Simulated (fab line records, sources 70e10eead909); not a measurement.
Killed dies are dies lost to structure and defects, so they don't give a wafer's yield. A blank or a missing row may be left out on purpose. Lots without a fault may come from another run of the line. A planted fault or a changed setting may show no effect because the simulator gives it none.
Chamber matching | flow nand_harc | NHARC_P_BONDPAD_ETCH_37 on rie_diel-10: 4 sister chambers
The step etches the open film in N2/H2, target depth 60 nm, overetch 18 nm, time 65.91 s. 4 wafers are shown with their chamber, then 9 later ones without.

WAFERS WITH THEIR CHAMBER
wafer  | chamber | showerhead_plenum_p_Torr (Torr)
L089.2 | 0       | 1.93
L088.1 | 1       | 2.10
L088.2 | 3       | 2.05
L088.3 | 2       | 2.19

WAFERS WITHOUT THEIR CHAMBER
wafer  | showerhead_plenum_p_Torr (Torr)
L090.2 | 2.05
L090.5 | 2.19
L090.6 | 2.05
L092.1 | 2.09
L092.4 | 2.19
L092.6 | 1.93
L097.3 | 2.05
L097.4 | 2.09
L097.6 | 2.09

WHICH CHAMBER EACH WENT THROUGH
wafer  | from the rows above | in truth
L090.2 | 3                   | 3
L090.5 | 2                   | 2
L090.6 | 3                   | 3
L092.1 | 1                   | 1
L092.4 | 2                   | 2
L092.6 | 0                   | 0
L097.3 | 3                   | 3
L097.4 | 1                   | 1
L097.6 | 1                   | 1
Placed correctly: 9 of 9. Can't be placed from these rows: 0. Placed wrongly: 0.
How it was worked out, from the rows above alone: a wafer's distance from a chamber is the root of the sum, over the readings, of the square of ((its reading less the chamber's mean) divided by the reading's scatter). The wafer belongs to the nearest chamber; if the next one is less than 2 further off, it can't be placed. A chamber's mean is the mean of its shown wafers. The scatter: with one shown wafer a chamber, the root of the mean of the squares of how far each hidden wafer lies from its nearest shown one.
